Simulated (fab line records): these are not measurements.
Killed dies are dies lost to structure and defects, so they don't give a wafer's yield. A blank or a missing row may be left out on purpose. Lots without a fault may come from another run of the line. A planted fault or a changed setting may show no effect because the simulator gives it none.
Matching of chambers -- flow n5Finfet -- N5_BEOL_M8_CURE_75 on uvCure-03: 3 sister chambers
The step cures SiCOH lowk, time 120 s. 6 wafers are shown with their chamber, then 12 later ones without.

## EACH WAFER AND ITS CHAMBER
wafer,chamber,wafer_temp_C_max,lampPowerPct (%)
L083.3,1,371.9,52.38
L083.5,1,372.4,52.22
L088.3,0,371.8,52.28
L088.4,0,371.5,52.29
L093.2,2,371.5,52.32
L093.4,2,371.5,52.40

## WAFERS WITH NO CHAMBER GIVEN
wafer,wafer_temp_C_max,lampPowerPct (%)
L094.2,371.4,52.35
L094.4,372.0,52.33
L094.6,371.8,52.37
L097.3,371.8,52.25
L097.4,371.6,52.23
L097.5,371.4,52.32
L095.1,371.3,52.28
L095.2,371.2,52.34
L095.3,371.6,52.31
L095.4,371.5,52.42
L095.5,372.0,52.22
L095.6,371.5,52.29

## CHAMBER TAKEN BY EACH
wafer,from the rows above,in truth
L094.2,can't be placed: 2 or 0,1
L094.4,can't be placed: 1 or 0 or 2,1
L094.6,can't be placed: 2 or 0 or 1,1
L097.3,can't be placed: 0 or 1 or 2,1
L097.4,can't be placed: 0 or 2 or 1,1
L097.5,can't be placed: 2 or 0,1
L095.1,can't be placed: 2 or 0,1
L095.2,can't be placed: 2 or 0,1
L095.3,can't be placed: 0 or 2 or 1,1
L095.4,can't be placed: 2 or 0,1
L095.5,can't be placed: 1 or 0 or 2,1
L095.6,can't be placed: 0 or 2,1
0 of 12 placed correctly. Can't be placed from these rows: 12 (the true chamber is among the candidates in 6). 0 placed wrongly.
How it was worked out, from the rows above alone: a wafer's distance from a chamber is the root of the sum, over the readings, of the square of ((its reading less the chamber's mean) divided by the reading's scatter). The wafer belongs to the nearest chamber; if the next one is less than 2 further off, it can't be placed. Each chamber's mean is taken over the wafers shown for it. The scatter: take each reading less its chamber's mean, square it, sum over the shown wafers, divide by the number of wafers less the number of chambers, and take the root.
